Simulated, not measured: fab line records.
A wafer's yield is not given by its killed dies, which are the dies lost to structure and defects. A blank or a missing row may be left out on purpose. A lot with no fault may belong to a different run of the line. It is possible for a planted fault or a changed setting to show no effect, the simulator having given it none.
Split-lot study    flow n5_finfet    21 wafers read across 7 lots, on a route 1938 steps long

ABOUT THE SPLIT
At N5_WELL_APT_PEB_23 (peb time 90 s), the setting peb_temp_c was moved away from the recipe's 130 C on 5 of the 21 wafers read, by -2.4% to +2.7%. All remaining wafers had this setting at the recipe value.

FROM THE SPLIT TO THE READING: what the file shows between them, 2 steps
- N5_WELL_APT_DEVELOP_24: develop time 45 s
- N5_WELL_APT_HARDBAKE_29: time 120 s

THE READING
cd_nm (nm) at N5_WELL_APT_CD_MEAS_25, where the cd target is 200 nm. On this fab line, fault-free wafers typically give 200.3 nm with a standard deviation of 2.3 nm.

wafer   tool, chamber at the split  peb_temp_c as run, C  against the recipe  cd_nm, nm  against lot-mates on the recipe
L075.1  litho_track-05, 0           130                   recipe              200.6      -
L075.2  litho_track-05, 0           130                   recipe              205.1      -
L075.3  litho_track-05, 0           130                   recipe              203.0      -
L076.1  litho_track-03, 0           130                   recipe              197.3      -
L076.3  litho_track-03, 0           130                   recipe              200.6      -
L076.6  litho_track-03, 0           133.5                 +2.7%               214.6      +15.7
L080.1  litho_track-03, 0           130                   recipe              196.6      -
L080.2  litho_track-03, 0           130                   recipe              198.0      -
L080.4  litho_track-03, 0           126.9                 -2.4%               178.3      -19.0
L082.1  litho_track-04, 0           130                   recipe              203.0      -
L082.3  litho_track-04, 0           129                   -0.8%               196.7      -3.9
L082.5  litho_track-04, 0           130                   recipe              198.1      -
L088.3  litho_track-03, 0           132.2                 +1.7%               209.6      +11.4
L088.4  litho_track-03, 0           130                   recipe              199.3      -
L088.6  litho_track-03, 0           130                   recipe              197.0      -
L094.2  litho_track-04, 0           130                   recipe              203.1      -
L094.4  litho_track-04, 0           130                   recipe              204.2      -
L094.6  litho_track-04, 0           130                   recipe              201.2      -
L096.2  litho_track-05, 0           130                   recipe              202.0      -
L096.4  litho_track-05, 0           130                   recipe              202.7      -
L096.6  litho_track-05, 0           133.1                 +2.4%               217.2      +14.8

THE FIT
A straight line over all 21 wafers: cd_nm changes by +6.81 nm for each +1% of peb_temp_c; r = +0.92; the points scatter about the line by 3 nm.
The same after taking each lot's own level away (the mean of its wafers on the recipe; 21 wafers): +6.61 nm for each +1%; r = +0.97; scatter 1.7 nm.
On that fit, the largest move of peb_temp_c shifts the reading by 18 nm.
The span of the lots' own levels, 197.30 to 202.90 nm, comes to 2.4 times the standard deviation stated above.
The two slopes are in agreement: the lot-to-lot level therefore moves the slope only a little.
Check: with one of the wafers moved furthest among these (+2.7%) left out of the fit, the line predicts +18.6 nm for it against its lot-mates. Against them it came out at +15.7 nm.

ADDITIONAL SPLITS CARRIED BY THESE WAFERS
Other splits were also applied to these wafers ahead of the reading. Each is held against what the fit with the lots' levels taken away leaves over:
other split on the same wafers  wafers away from the commonest value  r with cd_nm (lot level and that fit taken away)
N5_WELL_APT_COAT_02 spin_rpm    6                                     +0.41

THE WHOLE CHAIN: every reading that the file lists as answering this split, in the file's order
step                    what it does              reading                                                          change (the file's fit)               r (the file's)
N5_WELL_APT_CD_MEAS_25  target cd 200 nm          cd_nm                                                            +6.57 nm for each +1% of the setting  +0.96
N5_WELL_APT_DESCUM_30   chemistry O2, time 7.9 s  WELL_APT.cd_nm (the simulator's own value, which no gauge read)  +6.63 nm for each +1% of the setting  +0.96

FILE'S OWN FIT
cd_nm changes by +6.57 nm for each +1% of peb_temp_c, r = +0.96.
